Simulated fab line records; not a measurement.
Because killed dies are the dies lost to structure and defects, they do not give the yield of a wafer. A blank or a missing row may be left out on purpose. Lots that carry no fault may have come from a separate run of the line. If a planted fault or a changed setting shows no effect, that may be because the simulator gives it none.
fab line records    flow n5Finfet
record lots=5  wafers=15  lastDay=15
route steps=1938 shown BEOL_M4@1096 BEOL_M5@1112
lots that met no fault: from a run of the same line without faults
startH: hours from the record's first day to the start of the lot's first wafer shown    waitH: time in hours since the lot's previous step    " repeats the value in the row above    L1.1+2: a row that stands for several wafers    - no value, or no start was given    * or withheld: withheld    < > ~ a bound
route shown NAME@n: a module of which the file shows steps, and the number in the route of the first    usual: mean/standard deviation taken from wafers without a fault    same: alike in all rows    chamber/n: place in a boat    sites: readings site by site    _std_site: the standard deviation of these    _edge_site: mean of outer sites minus mean of inner sites    radiusMm: for every site, how far away it sits from the centre of the wafer    mask NAME#n: copy n    behind: tool/chamber where the wafer was last shaped    hold: why the lot was held/for how many hours/how that ended    device: which transistor (n, p or np) failed to switch    end of line: tests run on the same wafers once the route is complete    a step without rows: its recipe alone    killed: dies lost to structure and defects at the first sort, not the wafer's yield    map: a wafer's dies, x killed, . not, _ none there
set.NAME: the setting the step ran with; set.NAME@STEP: the setting that earlier step ran with    model.NAME: the simulator's own value behind a step, which no gauge read
lots at some steps of the route; a table a step, a row a wafer
services: from which hour (startH, from the record's first day; less than 0 if before it) a tool's chamber was out of use, for how many hours, and why
## steps
# step N5_BEOL_M4_SPUTTER_92
# recipe material=Cu  targetThkA=45  tempC=-20  chamberPressurePa=0.07  powerW=withheld  timeS=8.29
# usual throttleValvePct=30.6/0.79
lot.wafer  tool           chamber  startH  waitH  throttleValvePct
L075.1     pvdSputter-02  -        181.98  0.1    29.1
L075.2     "              -        "       "      30.9
L075.6     "              -        "       "      30.4
L080.1     pvdSputter-01  -        208.27  0.1    29.5
L080.4     "              -        "       "      30.5
L080.6     "              -        "       "      29.8
L085.1     pvdSputter-03  -        238.48  0.1    31.8
L085.2     "              -        "       "      31.4
L085.5     "              -        "       "      31.1
L087.1     pvdSputter-03  -        246.02  0.1    30.5
L087.4     "              -        "       "      31.3
L087.5     "              -        "       "      31.6
L088.1     pvdSputter-01  -        251.38  0.1    29.9
L088.2     "              -        "       "      30.7
L088.3     "              -        "       "      30.4
# step N5_BEOL_M4_ANNEAL_93
# recipe tempC=400  timeS=240  ambient=vacuum
# usual heaterPowerW=855/100
lot.wafer  tool           chamber  startH  waitH  heaterPowerW
L075.1     pvdSputter-02  -        182.06  0.0    935
L075.2     "              -        "       "      978
L075.6     "              -        "       "      853
L080.1     pvdSputter-01  -        208.35  0.0    879
L080.4     "              -        "       "      737
L080.6     "              -        "       "      897
L085.1     pvdSputter-03  -        238.56  0.0    865
L085.2     "              -        "       "      964
L085.5     "              -        "       "      947
L087.1     pvdSputter-03  -        246.10  0.0    740
L087.4     "              -        "       "      920
L087.5     "              -        "       "      882
L088.1     pvdSputter-01  -        251.46  0.0    746
L088.2     "              -        "       "      847
L088.3     "              -        "       "      755
# step N5_BEOL_M4_SPUTTER_94
# recipe material=Cu  targetThkA=45  tempC=-20  chamberPressurePa=0.07  powerW=withheld  timeS=8.29
# usual throttleValvePct=30.6/0.78
lot.wafer  tool           chamber  startH  waitH  throttleValvePct
L075.1     pvdSputter-02  -        182.20  0.1    28.8
L075.2     "              -        "       "      31.2
L075.6     "              -        "       "      30.6
L080.1     pvdSputter-01  -        208.49  0.1    29.7
L080.4     "              -        "       "      30.7
L080.6     "              -        "       "      29.6
L085.1     pvdSputter-03  -        238.70  0.1    31.6
L085.2     "              -        "       "      31.0
L085.5     "              -        "       "      31.0
L087.1     pvdSputter-03  -        246.24  0.1    30.6
L087.4     "              -        "       "      31.2
L087.5     "              -        "       "      31.6
L088.1     pvdSputter-01  -        251.60  0.1    29.8
L088.2     "              -        "       "      30.8
L088.3     "              -        "       "      30.8
# step N5_BEOL_M4_ANNEAL_95
# recipe tempC=400  timeS=240  ambient=vacuum
# usual heaterPowerW=854/100
lot.wafer  tool           chamber  startH  waitH  heaterPowerW
L075.1     pvdSputter-02  -        182.28  0.0    918
L075.2     "              -        "       "      959
L075.6     "              -        "       "      848
L080.1     pvdSputter-01  -        208.57  0.0    859
L080.4     "              -        "       "      730
L080.6     "              -        "       "      874
L085.1     pvdSputter-03  -        238.78  0.0    872
L085.2     "              -        "       "      928
L085.5     "              -        "       "      948
L087.1     pvdSputter-03  -        246.32  0.0    730
L087.4     "              -        "       "      982
L087.5     "              -        "       "      879
L088.1     pvdSputter-01  -        251.68  0.0    737
L088.2     "              -        "       "      857
L088.3     "              -        "       "      728
# step N5_BEOL_M4_SPUTTER_96
# recipe material=Cu  targetThkA=45  tempC=-20  chamberPressurePa=0.07  powerW=withheld  timeS=8.29
# usual throttleValvePct=30.6/0.78
lot.wafer  tool           chamber  startH  waitH  throttleValvePct
L075.1     pvdSputter-02  -        182.42  0.1    29.1
L075.2     "              -        "       "      31.3
L075.6     "              -        "       "      30.5
L080.1     pvdSputter-01  -        208.71  0.1    29.8
L080.4     "              -        "       "      30.7
L080.6     "              -        "       "      29.7
L085.1     pvdSputter-03  -        238.92  0.1    31.9
L085.2     "              -        "       "      31.5
L085.5     "              -        "       "      31.4
L087.1     pvdSputter-03  -        246.46  0.1    30.2
L087.4     "              -        "       "      31.3
L087.5     "              -        "       "      31.9
L088.1     pvdSputter-01  -        251.82  0.1    29.7
L088.2     "              -        "       "      31.0
L088.3     "              -        "       "      30.5
# step N5_BEOL_M4_ECD_50
# recipe material=Cu  targetThkA=3000
lot.wafer   tool      chamber  startH  waitH
L075.1+2+6  ecdCu-02  0,1,1    182.53  0.1
L080.1+4+6  ecdCu-01  1,0,0    208.83  0.1
L085.1+2+5  ecdCu-02  1,0,1    239.03  0.1
L087.1+4+5  ecdCu-02  0,0,1    246.58  0.1
L088.1+2+3  ecdCu-02  1,0,1    251.93  0.1
# step N5_BEOL_M4_ANNEAL_51
# recipe tempC=225  timeS=90  ambient=N2
# usual wafer_temp_C_max=226.0/0.35
lot.wafer  tool          chamber  startH  waitH  wafer_temp_C_max
L075.1     rtpAnneal-02  0        182.61  0.1    226.8
L075.2     "             0        "       "      226.1
L075.6     "             0        "       "      225.8
L080.1     rtpAnneal-01  0        208.91  0.1    225.7
L080.4     "             0        "       "      225.8
L080.6     "             0        "       "      226.0
L085.1     rtpAnneal-02  0        239.11  0.1    226.1
L085.2     "             0        "       "      226.1
L085.5     "             0        "       "      226.1
L087.1     rtpAnneal-01  0        246.66  0.1    225.6
L087.4     "             0        "       "      225.7
L087.5     "             0        "       "      225.6
L088.1     rtpAnneal-01  0        252.01  0.1    226.0
L088.2     "             0        "       "      225.9
L088.3     "             0        "       "      225.9
# step N5_BEOL_M4_CMP_52
# recipe stopOn=SiOC  tOverpolishS=6.8  downForcePsi=1  platenRpm=50  clearingPlatenDownForcePsi=1.5  clearingPlatenRpm=50  postCmpClean=cuAlkaline  targetThkNm=40  clearingPlatenPadVelocityMS=0.99484  padVelocityMS=0.99484
# usual barrierFieldEndpointS=24.7/0.73  motorCurrentA=6.0/0.47  overpolishRunS=6.800/0.0091  slurryFilterDpKPa=13.49/0.14  timeToEndpointS=62/3.1
lot.wafer  tool    chamber  startH  waitH  barrierFieldEndpointS  motorCurrentA  overpolishRunS  slurryFilterDpKPa  timeToEndpointS
L075.1     cmp-03  2        182.95  0.3    25.1                   5.8            6.790           13.40              64
L075.2     "       3        "       "      24.7                   6.0            6.783           13.33              66
L075.6     "       1        "       "      25.4                   6.9            6.808           13.48              67
L080.4     cmp-01  1        209.21  0.1    24.7                   6.2            6.800           13.37              58
L080.1     "       3        "       "      23.7                   5.2            6.781           13.48              56
L080.6     "       2        "       "      24.1                   6.6            6.810           13.66              55
L085.2     cmp-03  3        239.45  0.2    24.7                   5.8            6.803           13.34              63
L085.1     "       1        "       "      25.7                   6.7            6.810           13.48              64
L085.5     "       3        "       "      26.0                   5.9            6.797           13.41              64
L087.4     cmp-03  3        247.00  0.2    24.9                   5.7            6.800           13.17              62
L087.1     "       1        "       "      24.7                   6.2            6.789           13.54              63
L087.5     "       2        "       "      25.6                   5.8            6.804           13.51              62
L088.1     cmp-04  3        252.35  0.3    25.6                   6.1            6.806           13.32              65
L088.2     "       0        "       "      25.1                   5.4            6.787           13.57              63
L088.3     "       1        "       "      25.6                   6.1            6.803           13.58              65
# step N5_BEOL_M4_THK_MEAS_53
# recipe thkMeasGauge=xrf  reads=Cu_of_BEOL_M4_ECD_50
# usual M4_THK=39.0/1.4
lot.wafer  tool          chamber  startH  waitH  M4_THK[nm]
L075.1     filmMetro-02  -        183.20  -      38.9
L075.2     "             -        "       "      38.4
L075.6     "             -        "       "      36.3
L080.1     filmMetro-02  -        209.50  -      38.7
L080.4     "             -        "       "      37.7
L080.6     "             -        "       "      39.0
L085.1     filmMetro-01  -        239.70  -      39.6
L085.2     "             -        "       "      37.7
L085.5     "             -        "       "      38.1
L087.1     filmMetro-01  -        247.25  -      38.9
L087.4     "             -        "       "      39.6
L087.5     "             -        "       "      39.4
L088.1     filmMetro-01  -        252.61  -      40.6
L088.2     "             -        "       "      38.7
L088.3     "             -        "       "      39.5
# step N5_BEOL_M4_PRE_CLEAN_60
# recipe gas=NH3/H2  timeS=15  tempC=*  rfPowerW=300
# usual heaterPowerW=77/11
lot.wafer  tool      chamber  startH  waitH  heaterPowerW
L075.1     cvdCo-01  0        183.24  0.0    95
L075.2     "         2        "       "      75
L075.6     "         2        "       "      75
L080.1     cvdCo-02  0        209.54  0.0    76
L080.4     "         1        "       "      84
L080.6     "         0        "       "      76
L085.1     cvdCo-02  1        239.74  0.0    84
L085.2     "         0        "       "      77
L085.5     "         1        "       "      83
L087.1     cvdCo-01  0        247.29  0.0    94
L087.4     "         0        "       "      95
L087.5     "         1        "       "      59
L088.1     cvdCo-01  0        252.76  0.2    97
L088.2     "         1        "       "      60
L088.3     "         0        "       "      94
# step N5_BEOL_M4_CO_CAP_55
# recipe material=Co  targetThkA=20  tempC=200  precursor=CCTBA/H2  pressureTorr=30  timeS=102.1
# usual heaterPowerW=226/15
lot.wafer  tool      chamber  startH  waitH  heaterPowerW
L075.1     cvdCo-01  0        183.28  0.0    247
L075.2     "         2        "       "      224
L075.6     "         2        "       "      226
L080.1     cvdCo-02  0        209.58  0.0    224
L080.4     "         1        "       "      235
L080.6     "         0        "       "      224
L085.1     cvdCo-02  1        239.78  0.0    237
L085.2     "         0        "       "      226
L085.5     "         1        "       "      234
L087.1     cvdCo-01  0        247.35  0.0    247
L087.4     "         0        "       "      242
L087.5     "         1        "       "      199
L088.1     cvdCo-01  0        252.82  0.0    254
L088.2     "         1        "       "      206
L088.3     "         0        "       "      241
# step N5_BEOL_M4_PRE_CLEAN_56
# recipe gas=NH3  timeS=15  tempC=withheld  rfPowerW=300
lot.wafer   tool      chamber  startH  waitH
L075.1+2+6  pecvd-01  2,0,2    183.37  0.1
L080.1+4+6  pecvd-01  2,1,2    209.67  0.1
L085.1+2+5  pecvd-01  2,0,1    239.87  0.1
L087.1+4+5  pecvd-04  1,0,1    247.48  0.1
L088.1+2+3  pecvd-01  2,1,0    252.95  0.1
# step N5_BEOL_M4_DEP_57
# recipe material=SiCN  targetThkA=80  tempC=withheld  precursor=3MS/NH3  pressureTorr=3  rfW=202  timeS=14
# usual showerheadPlenumPTorr=3.658/0.021  showerheadVppV=885/39  throttleValvePct=9.0/0.51
lot.wafer  tool      chamber  startH  waitH  showerheadPlenumPTorr  showerheadVppV  throttleValvePct
L075.1     pecvd-01  2        183.40  0.0    3.630                  909             8.7
L075.2     "         0        "       "      3.628                  869             9.5
L075.6     "         2        "       "      3.626                  919             8.7
L080.1     pecvd-01  2        209.70  0.0    3.635                  905             8.7
L080.4     "         1        "       "      3.698                  832             9.5
L080.6     "         2        "       "      3.626                  922             8.4
L085.1     pecvd-01  2        239.90  0.0    3.633                  906             8.7
L085.2     "         0        "       "      3.630                  873             9.6
L085.5     "         1        "       "      3.691                  821             9.4
L087.1     pecvd-04  1        247.50  0.0    3.651                  860             9.7
L087.4     "         0        "       "      3.668                  849             8.8
L087.5     "         1        "       "      3.657                  837             9.9
L088.1     pecvd-01  2        252.98  0.0    3.632                  900             8.7
L088.2     "         1        "       "      3.696                  824             9.3
L088.3     "         0        "       "      3.632                  893             9.4
# step N5_BEOL_M4_RS_MEAS_58
# recipe thkMeasGauge=four-point-probe  reads=Co_of_BEOL_M4_CO_CAP_55+Cu_of_BEOL_M4_ECD_50+Co_of_BEOL_M4_CVD_47+TaN_of_BEOL_M4_ALD_84
# usual M4_RS=0.69/0.031
lot.wafer  tool          chamber  startH  waitH  M4_RS[ohm/sq]
L075.1     filmMetro-02  -        183.47  0.0    0.68
L075.2     "             -        "       "      0.70
L075.6     "             -        "       "      0.75
L080.1     filmMetro-01  -        209.76  0.0    0.70
L080.4     "             -        "       "      0.72
L080.6     "             -        "       "      0.69
L085.1     filmMetro-02  -        239.97  0.0    0.66
L085.2     "             -        "       "      0.70
L085.5     "             -        "       "      0.69
L087.1     filmMetro-02  -        247.57  0.0    0.69
L087.4     "             -        "       "      0.67
L087.5     "             -        "       "      0.67
L088.1     filmMetro-01  -        253.04  0.0    0.64
L088.2     "             -        "       "      0.68
L088.3     "             -        "       "      0.67
# step N5_BEOL_M4_INSPECT_59
# recipe inspectInstrument=darkfield  mode=postDep
# usual rawDefectCount=79/23
lot.wafer  tool              chamber  startH  waitH  rawDefectCount
L075.1     defectInspect-01  -        183.49  0.0    66
L075.2     "                 -        "       "      60
L075.6     "                 -        "       "      80
L080.1     defectInspect-01  -        209.79  0.0    128
L080.4     "                 -        "       "      110
L080.6     "                 -        "       "      75
L085.1     defectInspect-01  -        239.99  0.0    51
L085.2     "                 -        "       "      75
L085.5     "                 -        "       "      97
L087.1     defectInspect-01  -        247.59  0.0    70
L087.4     "                 -        "       "      64
L087.5     "                 -        "       "      53
L088.1     defectInspect-01  -        253.07  0.0    88
L088.2     "                 -        "       "      143
L088.3     "                 -        "       "      113
# step N5_BEOL_M4_RC_MEAS_101
# usual DIBL_N=36.3/1.4  DIBL_P=35.7/1.5  IOFF_N=0.155/0.022  IOFF_P=0.204/0.027  ION_N=671/9  ION_P=459/6.2  SS_N=71.5/0.54  SS_P=73.1/0.56  VT_N=250.2/2.6  VT_P=-251/3.3
lot.wafer  tool       chamber  startH  waitH  DIBL_N[mV/V]  DIBL_P[mV/V]  IOFF_N[nA/um]  IOFF_P[nA/um]  ION_N[uA/um]  ION_P[uA/um]  SS_N[mV/dec]  SS_P[mV/dec]  VT_N[mV]  VT_P[mV]
L075.1     prober-02  0        183.52  0.0    37.0          36.4          0.153          0.230          671           462           71.2          72.9          250.3     -247
L075.2     "          0        "       "      36.1          35.1          0.138          0.201          671           465           70.6          72.8          251.6     -249
L075.6     "          0        "       "      38.9          39.0          0.192          0.270          683           470           71.5          73.6          246.1     -244
L080.1     prober-01  0        209.81  0.0    38.9          37.3          0.190          0.235          672           457           73.2          73.7          249.6     -247
L080.4     "          0        "       "      38.5          37.5          0.190          0.238          684           461           72.6          73.1          247.2     -247
L080.6     "          0        "       "      38.0          36.5          0.163          0.220          660           453           72.0          73.7          249.8     -251
L085.1     prober-01  0        240.02  0.0    36.2          35.9          0.154          0.186          687           469           72.3          73.5          252.0     -255
L085.2     "          0        "       "      37.0          37.1          0.170          0.207          688           461           71.7          73.7          252.4     -252
L085.5     "          0        "       "      36.7          36.6          0.157          0.198          679           463           72.0          72.9          248.4     -253
L087.1     prober-01  0        247.62  0.0    34.2          32.3          0.129          0.159          672           462           71.0          73.0          253.5     -258
L087.4     "          0        "       "      34.3          32.2          0.132          0.155          667           455           70.7          73.5          253.5     -256
L087.5     "          0        "       "      36.0          34.0          0.154          0.178          678           452           72.5          73.5          252.0     -256
L088.1     prober-01  0        253.09  0.0    38.4          35.7          0.183          0.193          682           453           72.0          73.8          246.3     -253
L088.2     "          0        "       "      35.8          34.0          0.140          0.165          666           454           71.2          72.9          252.3     -256
L088.3     "          0        "       "      34.6          32.4          0.125          0.148          664           452           70.7          72.7          250.8     -256
# step N5_BEOL_M5_ILD_DEP_00
# recipe material=SiCOH_lowk  targetThkA=1406.4  tempC=300  precursor=DEMS/porogen  pressureTorr=5  rfW=500  timeS=25.9
# usual heaterPowerW=356/60  showerheadPlenumPTorr=5.738/0.018  showerheadVppV=1420/62  throttleValvePct=13.6/0.78
lot.wafer  tool      chamber  startH  waitH  heaterPowerW  showerheadPlenumPTorr  showerheadVppV  throttleValvePct
L075.1     pecvd-03  1        184.48  0.8    294           5.724                  1501            12.8
L075.2     "         2        "       "      307           5.752                  1494            12.9
L075.6     "         2        "       "      307           5.747                  1470            13.0
L080.1     pecvd-02  2        210.78  0.8    436           5.737                  1466            13.2
L080.4     "         1        "       "      374           5.735                  1453            12.8
L080.6     "         2        "       "      452           5.730                  1422            13.2
L085.1     pecvd-02  0        240.98  0.8    418           5.702                  1316            14.5
L085.2     "         2        "       "      428           5.735                  1437            13.1
L085.5     "         2        "       "      432           5.746                  1443            13.1
L087.1     pecvd-02  0        248.58  0.8    484           5.705                  1354            14.5
L087.4     "         2        "       "      378           5.726                  1420            13.2
L087.5     "         1        "       "      324           5.719                  1483            12.8
L088.1     pecvd-04  1        254.07  0.8    389           5.739                  1326            15.0
L088.2     "         0        "       "      266           5.738                  1338            14.0
L088.3     "         2        "       "      322           5.752                  1478            12.7
# step N5_BEOL_M5_CURE_79
# recipe tempC=385  timeS=240  ambient=He/Ar  material=SiCOH_lowk
# usual lampPowerPct=52.31/0.053  wafer_temp_C_max=387.0/0.79
lot.wafer  tool       chamber  startH  waitH  lampPowerPct  wafer_temp_C_max
L075.1     uvCure-01  1        184.57  0.1    52.27         386.5
L075.2     "          1        "       "      52.23         386.0
L075.6     "          1        "       "      52.26         386.7
L080.1     uvCure-02  0        210.84  0.0    52.39         386.8
L080.4     "          0        "       "      52.33         387.1
L080.6     "          0        "       "      52.34         387.4
L085.1     uvCure-01  0        241.04  0.0    52.36         386.1
L085.2     "          0        "       "      52.30         386.0
L085.5     "          0        "       "      52.38         386.1
L087.1     uvCure-03  0        248.64  0.0    52.31         387.5
L087.4     "          0        "       "      52.24         387.5
L087.5     "          0        "       "      52.28         387.4
L088.1     uvCure-01  0        254.13  0.0    52.43         386.0
L088.2     "          0        "       "      52.26         386.1
L088.3     "          0        "       "      52.32         385.8
# step N5_BEOL_M5_THK_MEAS_01
# recipe reads=SiCOH_lowk_of_BEOL_M5_ILD_DEP_00
# usual M5_ILD_THK=120.9/1.5
lot.wafer  tool          chamber  startH  waitH  M5_ILD_THK[nm]
L075.1     filmMetro-02  -        185.09  0.4    118.9
L075.2     "             -        "       "      118.2
L075.6     "             -        "       "      119.8
L080.1     filmMetro-02  -        211.35  0.4    122.7
L080.4     "             -        "       "      122.2
L080.6     "             -        "       "      123.6
L085.1     filmMetro-01  -        241.55  0.4    118.9
L085.2     "             -        "       "      118.5
L085.5     "             -        "       "      122.5
L087.1     filmMetro-01  -        249.15  0.4    122.6
L087.4     "             -        "       "      123.8
L087.5     "             -        "       "      122.7
L088.1     filmMetro-01  -        254.64  0.4    120.5
L088.2     "             -        "       "      119.0
L088.3     "             -        "       "      120.0
# step N5_BEOL_M5_PECVD_70
# recipe material=SiO2  targetThkA=160  tempC=400  precursor=TEOS/O2  pressureTorr=5.5  rfW=450  teosFlowSccm=53.8  gas=O2  flowSccm=3000  timeS=18
# usual heaterPowerW=797/130  showerheadPlenumPTorr=8.77/0.066  showerheadVppV=1345/58  throttleValvePct=22.0/1.2
lot.wafer  tool      chamber  startH  waitH  heaterPowerW  showerheadPlenumPTorr  showerheadVppV  throttleValvePct
L075.1     pecvd-03  2        185.12  0.0    684           8.80                   1409            20.7
L075.2     "         1        "       "      592           8.70                   1401            21.2
L075.6     "         2        "       "      687           8.84                   1413            21.2
L080.1     pecvd-03  0        211.39  0.0    862           8.87                   1333            23.5
L080.4     "         0        "       "      848           8.86                   1314            23.4
L080.6     "         2        "       "      693           8.81                   1381            20.9
L085.1     pecvd-04  1        241.59  0.0    758           8.80                   1304            24.0
L085.2     "         0        "       "      618           8.79                   1247            22.1
L085.5     "         2        "       "      667           8.86                   1377            20.8
L087.1     pecvd-04  1        249.19  0.0    878           8.77                   1287            24.3
L087.4     "         2        "       "      734           8.91                   1410            20.9
L087.5     "         1        "       "      879           8.76                   1293            24.2
L088.1     pecvd-02  2        254.68  0.0    908           8.76                   1382            21.2
L088.2     "         0        "       "      1056          8.66                   1260            23.8
L088.3     "         1        "       "      821           8.74                   1381            20.7
# step N5_BEOL_M5_HM_DEP_02
# recipe material=TiN  targetThkA=200  tempC=25  chamberPressurePa=0.49996
# usual throttleValvePct=30.4/0.77
lot.wafer  tool           chamber  startH  waitH  throttleValvePct
L075.1     pvdSputter-02  -        185.90  0.8    31.2
L075.2     "              -        "       "      29.1
L075.6     "              -        "       "      30.3
L080.1     pvdSputter-01  -        212.03  0.6    29.8
L080.4     "              -        "       "      30.9
L080.6     "              -        "       "      30.9
L085.1     pvdSputter-03  -        242.28  0.7    31.2
L085.2     "              -        "       "      31.3
L085.5     "              -        "       "      30.5
L087.1     pvdSputter-01  -        251.90  2.7    31.0
L087.4     "              -        "       "      29.8
L087.5     "              -        "       "      29.7
L088.1     pvdSputter-01  -        255.24  0.5    30.9
L088.2     "              -        "       "      29.8
L088.3     "              -        "       "      30.5
# step N5_BEOL_M5_COAT_59
# recipe resist=SOC  tempC=250  timeS=60  spinRpm=1500  resistThkNm=60
# usual spinSpeedRpm=1500.0/1.1
lot.wafer  tool           chamber  startH  waitH  spinSpeedRpm
L075.1     lithoTrack-02  0        186.02  0.1    1500.8
L075.2     "              0        "       "      1500.3
L075.6     "              0        "       "      1502.2
L080.1     lithoTrack-03  0        212.16  0.1    1500.2
L080.4     "              0        "       "      1499.6
L080.6     "              0        "       "      1499.0
L085.1     lithoTrack-03  0        242.40  0.1    1498.1
L085.2     "              0        "       "      1498.8
L085.5     "              0        "       "      1500.6
L087.1     lithoTrack-03  0        252.02  0.1    1499.1
L087.4     "              0        "       "      1499.6
L087.5     "              0        "       "      1499.3
L088.1     lithoTrack-04  0        255.37  0.1    1500.0
L088.2     "              0        "       "      1499.5
L088.3     "              0        "       "      1497.6
# step N5_BEOL_M5_COAT_60
# recipe resist=SiARC  tempC=220  timeS=60  spinRpm=1500  resistThkNm=12
# usual spinSpeedRpm=1500.0/1.1
lot.wafer  tool           chamber  startH  waitH  spinSpeedRpm
L075.1     lithoTrack-02  0        -       -      1499.3
L075.2     "              0        "       "      1499.3
L075.6     "              0        "       "      1499.5
L080.1     lithoTrack-03  0        -       -      1500.3
L080.4     "              0        "       "      1500.0
L080.6     "              0        "       "      1500.9
L085.1     lithoTrack-03  0        -       -      1501.4
L085.2     "              0        "       "      1500.0
L085.5     "              0        "       "      1501.5
L087.1     lithoTrack-03  0        -       -      1499.2
L087.4     "              0        "       "      1500.0
L087.5     "              0        "       "      1500.9
L088.1     lithoTrack-04  0        -       -      1499.7
L088.2     "              0        "       "      1501.5
L088.3     "              0        "       "      1499.3
# step N5_BEOL_M5_COAT_71
# recipe resist=underlayer  tempC=205  timeS=60  spinRpm=1500  resistThkNm=5
# usual spinSpeedRpm=1499.6/1.1
lot.wafer  tool           chamber  startH  waitH  spinSpeedRpm
L075.1     lithoTrack-02  0        -       -      1497.9
L075.2     "              0        "       "      1499.1
L075.6     "              0        "       "      1497.9
L080.1     lithoTrack-03  0        -       -      1500.5
L080.4     "              0        "       "      1501.2
L080.6     "              0        "       "      1500.1
L085.1     lithoTrack-03  0        -       -      1499.9
L085.2     "              0        "       "      1500.3
L085.5     "              0        "       "      1498.1
L087.1     lithoTrack-03  0        -       -      1500.0
L087.4     "              0        "       "      1501.3
L087.5     "              0        "       "      1499.8
L088.1     lithoTrack-04  0        -       -      1497.3
L088.2     "              0        "       "      1498.9
L088.3     "              0        "       "      1498.9
# step N5_BEOL_M5_COAT_05
# recipe resist=CAR-EUV  spinRpm=1500  resistThkNm=30
# usual spinSpeedRpm=1500.1/1.1
lot.wafer  tool           chamber  startH  waitH  spinSpeedRpm
L075.1     lithoTrack-02  0        -       -      1499.6
L075.2     "              0        "       "      1500.3
L075.6     "              0        "       "      1500.8
L080.1     lithoTrack-03  0        -       -      1499.2
L080.4     "              0        "       "      1499.4
L080.6     "              0        "       "      1498.9
L085.1     lithoTrack-03  0        -       -      1501.0
L085.2     "              0        "       "      1499.0
L085.5     "              0        "       "      1496.7
L087.1     lithoTrack-03  0        -       -      1500.3
L087.4     "              0        "       "      1500.1
L087.5     "              0        "       "      1498.5
L088.1     lithoTrack-04  0        -       -      1501.4
L088.2     "              0        "       "      1500.8
L088.3     "              0        "       "      1500.1
## services
tool          chamber  startH  hours  kind
cmp-04        -        160.84  3.5    pm
cmp-03        -        164.14  0.4    repair
cvdCo-01      -        165.80  3.2    repair
cvdCo-01      -        171.90  2.5    repair
pecvd-03      0        176.21  9.7    repair
cmp-01        -        176.78  0.4    repair
ecdCu-01      -        179.56  4.6    repair
cmp-04        -        195.87  0.9    repair
pecvd-04      2        202.38  -      clean
pecvd-04      2        202.38  -      consumableReplace:showerhead
pecvd-04      2        202.38  29.0   scheduledDown
pecvd-04      2        202.38  29.0   ventCycle
uvCure-03     -        206.51  2.9    repair
uvCure-02     -        212.54  11.7   repair
rtpAnneal-01  -        217.81  1.1    pm
ecdCu-02      -        218.92  0.9    repair
uvCure-03     -        223.53  5.0    pm
ecdCu-01      -        225.48  2.3    repair
cmp-01        -        231.10  4.0    pm
pecvd-03      1        232.91  4.1    repair
cmp-01        -        242.23  1.7    repair
cmp-01        -        244.76  2.1    repair
cvdCo-01      2        245.84  12.5   repair
cmp-01        -        250.14  0.8    repair
## key
fault none
